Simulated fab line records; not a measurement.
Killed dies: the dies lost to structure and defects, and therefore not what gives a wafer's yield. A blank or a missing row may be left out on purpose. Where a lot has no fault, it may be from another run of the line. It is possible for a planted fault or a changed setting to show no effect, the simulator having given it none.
fab line records | flow n5_finfet
[record] lots = 9 | wafers = 27 | last_day = 17
route steps=1938 shown ZERO_LAYER@13 WELL_APT@43 BEOL_M4@1111 PASSIVATION@1936
lots that met no fault: from a run of the same line without faults
start_h: start of the lot's first displayed wafer, in hours after the record's first day | wait_h: how many hours have passed since the lot's step before this one | " same as the row above | L1.1+2: a row that stands for several wafers | - no value, or no start given | * or withheld: withheld | < > ~ a bound
route shown NAME@n: a module of which the file shows steps, and the number in the route of the first | usual: mean/standard deviation taken from wafers without a fault | same: alike in all rows | chamber/n: place in a boat | sites: the reading at each site | _std_site: standard deviation of those values | _edge_site: the outer-site mean with the inner-site mean subtracted | radius_mm: how far each site lies from the wafer's centre | mask NAME#n: copy n | behind: the most recent tool/chamber to have shaped the wafer | hold: reason for holding the lot/hours on hold/outcome of the hold | device: whichever transistor did not switch (one of n, p or np) | end of line: at the end of the route, the tests of the same wafers | a step without rows: its recipe alone | killed: count of dies lost to structure and defects at first sort (not the wafer's yield) | map: the dies of a wafer, with x for killed, . for not killed, _ for no die there
set.NAME: the run value of the setting; set.NAME@STEP: its run value at that earlier step | model.NAME: the simulator's own value behind a step, which no gauge read
one table for each step of the route and one row for each wafer, over a sample of lots
services: the hour from which a tool's chamber was out of use, counted from the record's first day as start_h (under 0 if before that day), plus the number of hours and why
[[steps]]
[step N5_ZERO_LAYER_CD_MEAS_11]
[recipe] target_cd_nm = 2000 | landing_energy_ev = 500 | detector = se_inlens
[usual] cd_nm = 1999.9/2.4
lot.wafer | tool      | chamber | start_h | wait_h | cd_nm
L939.2    | cd_sem-02 | 0       | 48.77   | -      | 1996.8
L939.3    | "         | 0       | "       | "      | 1998.8
L939.4    | "         | 0       | "       | "      | 1999.7
L942.1    | cd_sem-02 | 0       | 66.67   | -      | 1998.1
L942.2    | "         | 0       | "       | "      | 1996.6
L942.4    | "         | 0       | "       | "      | 1995.8
L943.1    | cd_sem-03 | 0       | 72.78   | -      | 2003.6
L943.2    | "         | 0       | "       | "      | 1999.8
L943.3    | "         | 0       | "       | "      | 1999.9
L944.1    | cd_sem-02 | 0       | 78.77   | -      | 1995.8
L944.3    | "         | 0       | "       | "      | 1998.1
L944.4    | "         | 0       | "       | "      | 1999.8
L945.1    | cd_sem-01 | 0       | 84.77   | -      | 1997.4
L945.2    | "         | 0       | "       | "      | 1997.2
L945.4    | "         | 0       | "       | "      | 1999.4
L946.2    | cd_sem-02 | 0       | 90.77   | -      | 1998.0
L946.4    | "         | 0       | "       | "      | 1998.7
L946.6    | "         | 0       | "       | "      | 2001.5
L947.1    | cd_sem-03 | 0       | 96.77   | -      | 1999.1
L947.3    | "         | 0       | "       | "      | 2000.0
L947.4    | "         | 0       | "       | "      | 2001.4
L948.1    | cd_sem-02 | 0       | 102.64  | -      | 1999.6
L948.3    | "         | 0       | "       | "      | 1994.7
L948.6    | "         | 0       | "       | "      | 1997.1
L956.2    | cd_sem-02 | 0       | 150.65  | -      | 2000.5
L956.3    | "         | 0       | "       | "      | 2000.9
L956.4    | "         | 0       | "       | "      | 2000.9
[step N5_ZERO_LAYER_DESCUM_16]
[recipe] chemistry = O2 | time_s = 7.9 | source_power_w = 50 | bias_power_w = 20 | pressure_mtorr = 20 | rf_frequency_hz = 2.712e+07 | temp_c = 40 | o2_flow_sccm = 225
[usual] drypump_motor_current_A = 5.9/0.39 | oes_product_au = 0.78/0.071 | rf_vpp_V = 243.0/1.1 | showerhead_plenum_p_Torr = 2.08/0.054 | throttle_valve_pct = 20.45/0.27
lot.wafer | tool        | chamber | start_h | wait_h | drypump_motor_current_A | oes_product_au | rf_hours_counter_h | rf_vpp_V | showerhead_plenum_p_Torr | throttle_valve_pct
L939.2    | rie_diel-02 | 2       | 48.92   | 0.2    | 6.0                     | 0.77           | 120                | 244.8    | 2.18                     | 20.50
L939.3    | "           | 3       | "       | "      | 6.3                     | 0.92           | 27                 | 244.5    | 2.12                     | 20.34
L939.4    | "           | 1       | "       | "      | 5.8                     | 0.72           | 210                | 241.9    | 2.05                     | 20.78
L942.1    | rie_diel-02 | 0       | 66.71   | 0.0    | 5.0                     | 0.96           | 7                  | 242.9    | 2.05                     | 20.27
L942.2    | "           | 1       | "       | "      | 5.8                     | 0.72           | 216                | 242.2    | 2.05                     | 20.77
L942.4    | "           | 2       | "       | "      | 6.0                     | 0.76           | 125                | 245.0    | 2.17                     | 20.50
L943.1    | rie_diel-06 | 1       | 72.82   | 0.0    | 5.5                     | 0.77           | 130                | 242.2    | 2.11                     | 19.98
L943.2    | "           | 0       | "       | "      | 5.6                     | 0.71           | 220                | 242.5    | 2.09                     | 20.99
L943.3    | "           | 2       | "       | "      | 6.2                     | 0.75           | 157                | 242.6    | 2.10                     | 20.82
L944.1    | rie_diel-02 | 1       | 78.80   | 0.0    | 5.8                     | 0.71           | 218                | 243.9    | 2.05                     | 20.78
L944.3    | "           | 2       | "       | "      | 6.0                     | 0.76           | 128                | 245.1    | 2.17                     | 20.51
L944.4    | "           | 0       | "       | "      | 5.0                     | 0.95           | 9                  | 241.6    | 2.05                     | 20.28
L945.1    | rie_diel-06 | 3       | 84.81   | 0.0    | 5.2                     | 0.75           | 174                | 245.4    | 2.17                     | 20.59
L945.2    | "           | 2       | "       | "      | 6.2                     | 0.74           | 160                | 242.5    | 2.10                     | 20.84
L945.4    | "           | 1       | "       | "      | 5.5                     | 0.77           | 133                | 244.2    | 2.10                     | 20.00
L946.2    | rie_diel-06 | 3       | 91.50   | 0.7    | 5.2                     | 0.74           | 177                | 243.6    | 2.17                     | 20.58
L946.4    | "           | 1       | "       | "      | 5.5                     | 0.76           | 135                | 243.2    | 2.10                     | 20.01
L946.6    | "           | 0       | "       | "      | 5.6                     | 0.70           | -                  | 244.5    | 2.09                     | 21.01
L947.1    | rie_diel-06 | 2       | 96.80   | 0.0    | 6.2                     | 0.74           | 164                | 242.9    | 2.10                     | 20.85
L947.3    | "           | 3       | "       | "      | 5.2                     | 0.75           | 178                | 244.8    | 2.17                     | 20.63
L947.4    | "           | 1       | "       | "      | 5.5                     | 0.76           | 137                | 243.6    | 2.10                     | 20.00
L948.1    | rie_diel-01 | 1       | 102.68  | 0.0    | 5.4                     | 0.78           | 137                | 241.7    | 1.99                     | 20.08
L948.3    | "           | 3       | "       | "      | 6.2                     | 0.79           | 116                | 241.0    | 2.04                     | 20.42
L948.6    | "           | 0       | "       | "      | 6.3                     | 0.68           | -                  | 244.0    | 2.06                     | 20.40
L956.2    | rie_diel-06 | 0       | 150.71  | 0.1    | 5.6                     | 0.70           | 245                | 242.5    | 2.08                     | 21.04
L956.3    | "           | 3       | "       | "      | 5.3                     | 0.73           | 195                | 244.5    | 2.16                     | 20.62
L956.4    | "           | 2       | "       | "      | 6.2                     | 0.73           | 182                | 242.9    | 2.09                     | 20.87
[step N5_WELL_APT_CD_MEAS_25]
[recipe] target_cd_nm = 200 | landing_energy_ev = 500 | detector = se_inlens
[usual] cd_nm = 201.0/2
lot.wafer | tool      | chamber | start_h | wait_h | cd_nm
L939.2    | cd_sem-01 | 0       | 51.33   | -      | 202.6
L939.3    | "         | 0       | "       | "      | 200.3
L939.4    | "         | 0       | "       | "      | 199.4
L942.1    | cd_sem-03 | 0       | 68.97   | -      | 201.2
L942.2    | "         | 0       | "       | "      | 202.5
L942.4    | "         | 0       | "       | "      | 199.0
L943.1    | cd_sem-02 | 0       | 75.03   | -      | 204.1
L943.2    | "         | 0       | "       | "      | 202.5
L943.3    | "         | 0       | "       | "      | 204.2
L944.1    | cd_sem-01 | 0       | 80.92   | -      | 201.2
L944.3    | "         | 0       | "       | "      | 200.8
L944.4    | "         | 0       | "       | "      | 203.9
L945.1    | cd_sem-03 | 0       | 86.97   | -      | 200.6
L945.2    | "         | 0       | "       | "      | 201.6
L945.4    | "         | 0       | "       | "      | 198.8
L946.2    | cd_sem-03 | 0       | 93.66   | -      | 198.1
L946.4    | "         | 0       | "       | "      | 198.1
L946.6    | "         | 0       | "       | "      | 201.8
L947.1    | cd_sem-03 | 0       | 99.05   | -      | 201.7
L947.3    | "         | 0       | "       | "      | 200.9
L947.4    | "         | 0       | "       | "      | 205.3
L948.1    | cd_sem-03 | 0       | 104.72  | -      | 204.9
L948.3    | "         | 0       | "       | "      | 205.9
L948.6    | "         | 0       | "       | "      | 204.6
L956.2    | cd_sem-03 | 0       | 153.38  | -      | 198.7
L956.3    | "         | 0       | "       | "      | 202.8
L956.4    | "         | 0       | "       | "      | 199.4
[step N5_WELL_APT_RTA_34]
[recipe] temp_c = 1000 | time_s = 10 | ambient = N2 | idle_temp_c = 600 | ramp_up_c_per_s = 150 | ramp_down_c_per_s = 60 | cool_to_c = 600
[usual] lamp_power_pct = 13.00/0.058 | lamp_zone_1_pct = 12.997/0.029 | lamp_zone_2_pct = 12.997/0.026 | lamp_zone_3_pct = 12.996/0.028 | lamp_zone_4_pct = 12.993/0.025 | lamp_zone_5_pct = 12.993/0.026 | lamp_zone_6_pct = 12.920/0.029 | lamp_zone_7_pct = 13.417/0.029 | wafer_temp_C_max = 1003.5/1.1
lot.wafer | tool          | chamber | start_h | wait_h | lamp_power_pct | lamp_zone_1_pct | lamp_zone_2_pct | lamp_zone_3_pct | lamp_zone_4_pct | lamp_zone_5_pct | lamp_zone_6_pct | lamp_zone_7_pct | wafer_temp_C_max
L939.2    | rtp_anneal-01 | 0       | 53.07   | 0.7    | 13.06          | 13.004          | 13.020          | 13.027          | 13.015          | 12.956          | 12.954          | 13.418          | 1002.5
L939.3    | "             | 0       | "       | "      | 13.04          | 12.972          | 13.020          | 13.035          | 12.999          | 13.005          | 12.926          | 13.455          | 1003.2
L939.4    | "             | 0       | "       | "      | 12.95          | 12.996          | 13.000          | 12.984          | 13.031          | 12.990          | 12.891          | 13.436          | 1001.4
L942.1    | rtp_anneal-01 | 0       | 69.88   | 0.1    | 12.98          | 13.000          | 13.027          | 13.019          | 12.985          | 12.987          | 12.909          | 13.433          | 1002.1
L942.2    | "             | 0       | "       | "      | 13.12          | 13.000          | 13.002          | 13.012          | 12.976          | 13.010          | 12.920          | 13.377          | 1005.2
L942.4    | "             | 0       | "       | "      | 13.04          | 13.026          | 12.985          | 13.011          | 12.946          | 12.997          | 12.943          | 13.412          | 1002.0
L943.1    | rtp_anneal-01 | 0       | 75.88   | 0.0    | 12.96          | 12.979          | 13.024          | 12.986          | 13.002          | 12.994          | 12.953          | 13.384          | 1004.7
L943.2    | "             | 0       | "       | "      | 13.04          | 13.009          | 12.979          | 13.007          | 13.003          | 12.949          | 12.968          | 13.390          | 1004.4
L943.3    | "             | 0       | "       | "      | 13.03          | 13.024          | 13.018          | 12.990          | 13.020          | 13.019          | 12.972          | 13.415          | 1002.1
L944.1    | rtp_anneal-01 | 0       | 82.93   | 1.2    | 13.06          | 12.985          | 12.990          | 12.949          | 13.012          | 12.938          | 12.893          | 13.418          | 1003.8
L944.3    | "             | 0       | "       | "      | 12.98          | 12.980          | 13.055          | 12.975          | 12.958          | 12.977          | 12.945          | 13.408          | 1004.3
L944.4    | "             | 0       | "       | "      | 12.94          | 13.043          | 12.992          | 12.986          | 12.976          | 13.020          | 12.915          | 13.436          | 1002.9
L945.1    | rtp_anneal-01 | 0       | 87.91   | 0.1    | 11.40          | 11.418          | 11.404          | 11.418          | 11.452          | 11.382          | 11.370          | 11.739          | 1003.6
L945.2    | "             | 0       | "       | "      | 11.49          | 11.371          | 11.404          | 11.420          | 11.379          | 11.439          | 11.388          | 11.845          | 1003.2
L945.4    | "             | 0       | "       | "      | 11.43          | 11.436          | 11.411          | 11.385          | 11.425          | 11.403          | 11.371          | 11.824          | 1005.7
L946.2    | rtp_anneal-02 | 0       | 94.78   | 0.3    | 12.98          | 12.958          | 13.005          | 12.952          | 13.037          | 13.000          | 12.924          | 13.459          | 1002.5
L946.4    | "             | 0       | "       | "      | 13.04          | 13.081          | 13.000          | 12.985          | 13.048          | 13.001          | 12.869          | 13.388          | 1003.1
L946.6    | "             | 0       | "       | "      | 13.03          | 12.972          | 12.964          | 12.996          | 12.978          | 13.020          | 12.904          | 13.411          | 1002.2
L947.1    | rtp_anneal-02 | 0       | 99.92   | 0.0    | 12.96          | 13.013          | 12.995          | 13.024          | 13.021          | 12.936          | 12.903          | 13.390          | 1004.4
L947.3    | "             | 0       | "       | "      | 12.86          | 13.014          | 13.012          | 12.990          | 13.003          | 12.992          | 12.925          | 13.403          | 1003.0
L947.4    | "             | 0       | "       | "      | 12.91          | 13.001          | 12.985          | 12.995          | 13.011          | 12.996          | 12.912          | 13.429          | 1004.6
L948.1    | rtp_anneal-01 | 0       | 105.59  | 0.0    | 11.33          | 11.376          | 11.424          | 11.435          | 11.467          | 11.421          | 11.344          | 11.812          | 1005.4
L948.3    | "             | 0       | "       | "      | 11.42          | 11.410          | 11.436          | 11.425          | 11.365          | 11.393          | 11.295          | 11.814          | 1002.5
L948.6    | "             | 0       | "       | "      | 11.36          | 11.452          | 11.410          | 11.441          | 11.386          | 11.394          | 11.351          | 11.759          | 1003.5
L956.2    | rtp_anneal-02 | 0       | 154.34  | 0.1    | 12.98          | 12.975          | 12.991          | 13.042          | 12.978          | 12.952          | 12.917          | 13.401          | 1004.1
L956.3    | "             | 0       | "       | "      | 13.08          | 13.019          | 12.990          | 12.980          | 12.994          | 12.990          | 12.904          | 13.423          | 1006.5
L956.4    | "             | 0       | "       | "      | 13.07          | 13.021          | 13.044          | 12.977          | 13.010          | 12.995          | 12.939          | 13.420          | 1003.3
[step N5_BEOL_M4_RC_MEAS_101]
[usual] DIBL_N = 35.3/1.5 | DIBL_P = 35.3/1.9 | IOFF_N = 0.145/0.027 | IOFF_N_LONG = 5.5e-05/2.4e-06 | IOFF_P = 0.20/0.033 | IOFF_P_LONG = 0.000105/7.4e-06 | ION_N = 670/12 | ION_P = 462/6.8 | SS_N = 71.3/0.6 | SS_P = 73.1/0.7 | VT_N = 251/3.4 | VT_P = -251/3.2
lot.wafer | tool      | chamber | start_h | wait_h | DIBL_N[mV/V] | DIBL_P[mV/V] | IOFF_N[nA/um] | IOFF_N_LONG[nA/um] | IOFF_P[nA/um] | IOFF_P_LONG[nA/um] | ION_N[uA/um] | ION_P[uA/um] | SS_N[mV/dec] | SS_P[mV/dec] | VT_N[mV] | VT_P[mV]
L939.2    | prober-02 | 0       | 232.01  | 0.2    | 39.0         | 40.1         | 0.230         | 5.66e-05           | 0.33          | 0.000122           | 693          | 476          | 72.4         | 75.6         | 247      | -242
L939.3    | "         | 0       | "       | "      | 35.8         | 36.8         | 0.172         | 5.79e-05           | 0.25          | 0.000119           | 676          | 474          | 72.2         | 73.9         | 245      | -241
L939.4    | "         | 0       | "       | "      | 36.0         | 36.7         | 0.174         | 5.65e-05           | 0.25          | 0.000121           | 679          | 471          | 71.8         | 73.8         | 252      | -246
L942.1    | prober-01 | 0       | 240.44  | 0.0    | 35.3         | 35.3         | 0.149         | 5.44e-05           | 0.23          | 0.000109           | 674          | 465          | 71.1         | 73.4         | 251      | -250
L942.2    | "         | 0       | "       | "      | 32.1         | 31.7         | 0.108         | 5.34e-05           | 0.17          | 0.000108           | 662          | 460          | 70.5         | 71.9         | 254      | -250
L942.4    | "         | 0       | "       | "      | 34.6         | 35.5         | 0.132         | 5.37e-05           | 0.21          | 0.000116           | 664          | 462          | 71.6         | 72.2         | 253      | -246
L943.1    | prober-02 | 0       | 241.10  | 0.0    | 33.6         | 32.8         | 0.111         | 5.6e-05            | 0.17          | 0.000112           | 659          | 452          | 70.7         | 71.5         | 256      | -253
L943.2    | "         | 0       | "       | "      | 33.6         | 33.8         | 0.130         | 5.73e-05           | 0.20          | 0.00011            | 674          | 474          | 70.3         | 72.5         | 249      | -250
L943.3    | "         | 0       | "       | "      | 34.0         | 34.8         | 0.126         | 5.7e-05            | 0.20          | 0.00011            | 656          | 458          | 71.2         | 72.3         | 255      | -248
L944.1    | prober-01 | 0       | 250.96  | 0.0    | 34.0         | 34.9         | 0.120         | 5.57e-05           | 0.19          | 0.000114           | 654          | 458          | 70.6         | 72.7         | 256      | -250
L944.3    | "         | 0       | "       | "      | 31.6         | 31.7         | 0.090         | 5.63e-05           | 0.15          | 0.000114           | 637          | 446          | 70.3         | 72.0         | 260      | -251
L944.4    | "         | 0       | "       | "      | 35.0         | 35.7         | 0.139         | 5.71e-05           | 0.20          | 0.00011            | 672          | 465          | 70.4         | 73.0         | 252      | -249
L945.1    | prober-02 | 0       | 253.58  | 0.0    | 38.0         | 38.5         | 0.188         | 6.97e-05           | 0.24          | 0.000128           | 671          | 463          | 71.5         | 74.1         | 246      | -246
L945.2    | "         | 0       | "       | "      | 34.4         | 35.4         | 0.131         | 6.78e-05           | 0.20          | 0.000122           | 659          | 461          | 70.4         | 73.4         | 251      | -251
L945.4    | "         | 0       | "       | "      | 34.8         | 35.3         | 0.133         | 6.88e-05           | 0.20          | 0.000129           | 648          | 450          | 71.9         | 72.8         | 250      | -250
L947.1    | prober-01 | 0       | 259.88  | 0.0    | 36.2         | 36.4         | 0.143         | 5.33e-05           | 0.19          | 9.6e-05            | 669          | 458          | 71.5         | 73.0         | 250      | -252
L947.3    | "         | 0       | "       | "      | 34.2         | 35.0         | 0.112         | 5.1e-05            | 0.17          | 0.000101           | 657          | 459          | 71.6         | 72.5         | 255      | -251
L947.4    | "         | 0       | "       | "      | 35.7         | 36.0         | 0.139         | 5.25e-05           | 0.19          | 9.9e-05            | 677          | 465          | 70.9         | 73.7         | 251      | -252
L946.2    | prober-02 | 0       | 262.70  | 0.2    | 35.4         | 36.4         | 0.139         | 5.58e-05           | 0.19          | 0.000106           | 662          | 460          | 71.7         | 73.9         | 252      | -250
L946.4    | "         | 0       | "       | "      | 33.1         | 33.2         | 0.101         | 5.41e-05           | 0.15          | 0.000107           | 649          | 449          | 71.2         | 72.4         | 256      | -253
L946.6    | "         | 0       | "       | "      | 32.8         | 33.1         | 0.107         | 5.51e-05           | 0.15          | 0.0001             | 663          | 449          | 71.0         | 72.7         | 256      | -255
L948.1    | prober-02 | 0       | 276.42  | 0.0    | 35.0         | 34.5         | 0.125         | 7.07e-05           | 0.17          | 0.000124           | 668          | 459          | 71.3         | 73.3         | 254      | -251
L948.3    | "         | 0       | "       | "      | 36.6         | 36.1         | 0.152         | 7.02e-05           | 0.20          | 0.000125           | 666          | 454          | 71.5         | 73.5         | 251      | -252
L948.6    | "         | 0       | "       | "      | 34.2         | 33.6         | 0.119         | 7.04e-05           | 0.17          | 0.00013            | 667          | 462          | 71.0         | 72.6         | 254      | -255
L956.2    | prober-01 | 0       | 311.05  | 0.2    | 36.4         | 36.2         | 0.156         | 5.65e-05           | 0.21          | 0.00011            | 663          | 459          | 71.5         | 73.0         | 250      | -249
L956.3    | "         | 0       | "       | "      | 35.1         | 34.7         | 0.147         | 5.84e-05           | 0.19          | 0.000108           | 675          | 458          | 70.4         | 72.8         | 249      | -250
L956.4    | "         | 0       | "       | "      | 34.8         | 33.9         | 0.126         | 5.72e-05           | 0.17          | 0.000105           | 657          | 457          | 70.7         | 72.9         | 252      | -255
[step N5_PASSIVATION_PROBE_49]
[usual] defect_limited_yield = 91.2/1.5 | killed_at_M0_to_M3 = 34/11 | killed_at_M4_up = 14/5.4 | killed_at_contacts = 12/5.9 | killed_at_front_end = 40/12 | killed_at_other = 4/3.3 | killed_dies = 103/18 | killed_open = 68/13 | killed_short = 34/7.5 | sort_bin_5_function = 5.1/1 | sort_bin_6_memory = 3.3/0.7 | sort_bin_8_speed = 0.03/0.27 | sort_n_pass = 1076/18 | sort_yield_pct = 91.2/1.5
[same] gross_dies = 1180 | killed_at_back_side = 0 | sort_bin_4_leakage[%] = 0
lot.wafer | tool      | chamber | start_h | wait_h | defect_limited_yield[%] | killed_at_M0_to_M3 | killed_at_M4_up | killed_at_contacts | killed_at_front_end | killed_at_other | killed_dies | killed_open | killed_short | sort_bin_5_function[%] | sort_bin_6_memory[%] | sort_bin_8_speed[%] | sort_n_pass | sort_yield_pct[%]
L942.1    | prober-01 | -       | 347.07  | 0.0    | 90.3                    | 41                 | 11              | 23                 | 38                  | 1               | 114         | 68          | 45           | 5.5                    | 3.6                  | 0                   | 1066        | 90.3
L942.2    | prober-01 | -       | 347.12  | 0.1    | 89.7                    | 26                 | 23              | 18                 | 51                  | 3               | 121         | 91          | 30           | 5.0                    | 5.3                  | 0                   | 1059        | 89.7
L942.4    | prober-01 | -       | 347.22  | 0.2    | 92.9                    | 31                 | 20              | 7                  | 25                  | 1               | 84          | 54          | 27           | 4.3                    | 2.6                  | 0                   | 1096        | 92.9
L947.1    | prober-02 | -       | 357.50  | 0.0    | 90.1                    | 34                 | 28              | 12                 | 42                  | 1               | 117         | 88          | 29           | 6.5                    | 3.1                  | 0                   | 1063        | 90.1
L947.3    | prober-02 | -       | 357.60  | 0.1    | 92.1                    | 23                 | 26              | 8                  | 35                  | 1               | 93          | 62          | 29           | 4.4                    | 2.8                  | 0                   | 1087        | 92.1
L947.4    | prober-02 | -       | 357.65  | 0.2    | 91.4                    | 40                 | 17              | 8                  | 35                  | 1               | 101         | 72          | 28           | 5.0                    | 3.4                  | 0                   | 1079        | 91.4
L946.2    | prober-02 | -       | 361.51  | 0.1    | 90.5                    | 40                 | 17              | 17                 | 30                  | 8               | 112         | 81          | 31           | 6.2                    | 3.1                  | 0                   | 1068        | 90.5
L946.4    | prober-02 | -       | 361.61  | 0.2    | 88.5                    | 51                 | 17              | 9                  | 54                  | 5               | 136         | 82          | 54           | 7.2                    | 3.8                  | 0                   | 1044        | 88.5
L946.6    | prober-02 | -       | 361.71  | 0.3    | 90.9                    | 25                 | 16              | 26                 | 39                  | 1               | 107         | 75          | 32           | 5.3                    | 3.7                  | 0                   | 1073        | 90.9
L948.1    | prober-02 | -       | 391.06  | 0.0    | 91.3                    | 25                 | 8               | 5                  | 59                  | 6               | 103         | 72          | 31           | 5.8                    | 2.9                  | 0                   | 1077        | 91.3
L948.3    | prober-02 | -       | 391.16  | 0.1    | 90.4                    | 35                 | 14              | 15                 | 46                  | 3               | 113         | 75          | 37           | 5.3                    | 4.2                  | 0                   | 1067        | 90.4
L948.6    | prober-02 | -       | 391.31  | 0.3    | 92.0                    | 26                 | 18              | 3                  | 45                  | 2               | 94          | 67          | 26           | 5.9                    | 1.8                  | 0                   | 1086        | 92.0
// killed by level:class
L942.1 MOL_CONTACT_COAG:geometric_particle:open=20 FIN_SAQP:geometric_particle:short=10 BEOL_M0_SAQP:geometric_particle:short=10 BEOL_M0_SAQP:geometric_particle:open=9 FIN_SAQP:geometric_particle:open=6 STI_FIN_REVEAL:geometric_particle:open=6 BEOL_M2:geometric_particle:short=6 BEOL_M4:geometric_particle:open=6
L942.2 FIN_SAQP:geometric_particle:open=16 MOL_CONTACT_COAG:geometric_particle:open=14 BEOL_M5:geometric_particle:open=12 FIN_SAQP:geometric_particle:short=11 STI_FIN_REVEAL:geometric_particle:open=9 BEOL_M4:geometric_particle:open=8 BEOL_M2:geometric_particle:open=7 BEOL_M3:geometric_particle:open=5
L942.4 BEOL_M0_SAQP:geometric_particle:open=9 BEOL_M3:geometric_particle:open=8 BEOL_M4:geometric_particle:open=7 MOL_CONTACT_COAG:geometric_particle:open=6 FIN_SAQP:geometric_particle:open=4 FIN_SAQP:geometric_particle:short=4 GATE_CUT:geometric_particle:short=3 BEOL_M0_SAQP:geometric_particle:short=3
L947.1 STI_FIN_REVEAL:geometric_particle:open=14 BEOL_M4:geometric_particle:open=13 MOL_CONTACT_COAG:geometric_particle:open=11 BEOL_M1:geometric_particle:open=10 BEOL_M0_SAQP:geometric_particle:open=8 BEOL_M0_SAQP:geometric_particle:short=5 BEOL_M2:geometric_particle:open=5 BEOL_M4:geometric_particle:short=5
L947.3 BEOL_M4:geometric_particle:open=13 STI_FIN_REVEAL:geometric_particle:open=8 MOL_CONTACT_COAG:geometric_particle:open=7 BEOL_M0_SAQP:geometric_particle:short=7 BEOL_M4:geometric_particle:short=7 BEOL_M3:geometric_particle:open=6 FIN_SAQP:geometric_particle:open=4 GATE_CUT:geometric_particle:short=4
L947.4 BEOL_M1:geometric_particle:open=10 STI_FIN_REVEAL:geometric_particle:open=9 BEOL_M2:geometric_particle:open=8 BEOL_M0_SAQP:geometric_particle:open=7 BEOL_M3:geometric_particle:open=7 BEOL_M4:geometric_particle:open=7 BEOL_M0_SAQP:geometric_particle:short=6 ILD0:geometric_particle:open=5
L946.2 MOL_CONTACT_COAG:geometric_particle:open=15 BEOL_M3:geometric_particle:open=13 BEOL_M4:geometric_particle:open=10 BEOL_M1:geometric_particle:open=9 FIN_SAQP:geometric_particle:short=6 GATE_CUT:geometric_particle:short=6 FIN_SAQP:geometric_particle:open=5 BEOL_M0_SAQP:geometric_particle:open=5
L946.4 FIN_SAQP:geometric_particle:short=24 BEOL_M4:geometric_particle:open=12 BEOL_M0_SAQP:geometric_particle:open=12 FIN_SAQP:geometric_particle:open=10 BEOL_M3:geometric_particle:open=10 MOL_CONTACT_COAG:geometric_particle:open=9 BEOL_M0_SAQP:geometric_particle:short=8 DUMMY_GATE:geometric_particle:open=6
L946.6 MOL_CONTACT_COAG:geometric_particle:open=22 STI_FIN_REVEAL:geometric_particle:open=11 FIN_SAQP:geometric_particle:open=8 BEOL_M4:geometric_particle:open=8 GATE_CUT:geometric_particle:short=6 BEOL_M0_SAQP:geometric_particle:short=6 BEOL_M3:geometric_particle:open=6 BEOL_M0_SAQP:geometric_particle:open=5
L948.1 STI_FIN_REVEAL:geometric_particle:open=17 FIN_SAQP:geometric_particle:open=9 BEOL_M3:geometric_particle:open=9 FIN_SAQP:geometric_particle:short=7 DUMMY_GATE:geometric_particle:open=7 STI_FIN_REVEAL:geometric_particle:short=6 MOL_CONTACT_COAG:geometric_particle:open=4 BEOL_M1:geometric_particle:open=4
L948.3 FIN_SAQP:geometric_particle:open=13 STI_FIN_REVEAL:geometric_particle:open=12 BEOL_M2:geometric_particle:open=12 FIN_SAQP:geometric_particle:short=10 MOL_CONTACT_COAG:geometric_particle:open=10 BEOL_M3:geometric_particle:open=7 MOL_CONTACT_COAG:geometric_particle:short=5 BEOL_M4:geometric_particle:open=5
L948.6 STI_FIN_REVEAL:geometric_particle:open=10 DUMMY_GATE:geometric_particle:open=9 BEOL_M4:geometric_particle:open=8 BEOL_M3:geometric_particle:open=6 FIN_SAQP:geometric_particle:open=5 BEOL_M2:geometric_particle:open=5 FIN_SAQP:geometric_particle:short=4 FIN_CUT:geometric_particle:short=4
[[services]]
tool        | chamber | start_h | hours | kind
rie_diel-01 | 2       | 92.69   | 10.4  | repair
rie_diel-02 | -       | 97.54   | 0.5   | repair
rie_diel-02 | -       | 113.36  | 0.2   | repair
rie_diel-01 | 0       | 117.13  | 8.1   | repair
rie_diel-02 | 1       | 122.10  | 29.3  | repair
rie_diel-01 | 0       | 125.25  | -     | clean
rie_diel-01 | 0       | 125.25  | -     | consumable_replace:focus_ring
rie_diel-01 | 0       | 125.25  | 36.8  | scheduled_down
rie_diel-01 | 0       | 125.25  | 36.8  | vent_cycle
rie_diel-06 | 3       | 134.11  | 4.1   | repair
[[key]]
[first_sign] step = N5_WELL_APT_RTA_34 | reading = lamp_zone_4_pct | direction = down | sigmas = 63 | usual = * | struck = *
[effect] step = N5_WELL_APT_RTA_34 | reading = lamp_zone_5_pct | direction = down | sigmas = 61 | usual = * | struck = *
[effect] step = N5_BEOL_M4_RC_MEAS_101 | reading = IOFF_N_LONG | direction = up | sigmas = 6 | usual = 5.5e-05 | struck = 6.96e-05
[effect] step = N5_BEOL_M4_RC_MEAS_101 | reading = IOFF_P_LONG | direction = up | sigmas = 2.8 | usual = 0.000105 | struck = 0.000126
met_at N5_WELL_APT_RTA_34
struck_lots L945,L948
not_acting_at N5_ZERO_LAYER_CD_MEAS_11,N5_ZERO_LAYER_DESCUM_16,N5_WELL_APT_CD_MEAS_25
onset_between 82.93 87.91
[fault] kind = process_parameter_drift | tool = rtp_anneal-01 | chamber = - | onset_h = 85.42 | steps = N5_WELL_APT_RTA_34 | channel = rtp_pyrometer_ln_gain | offset = 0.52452 | shape = step | end_h = 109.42
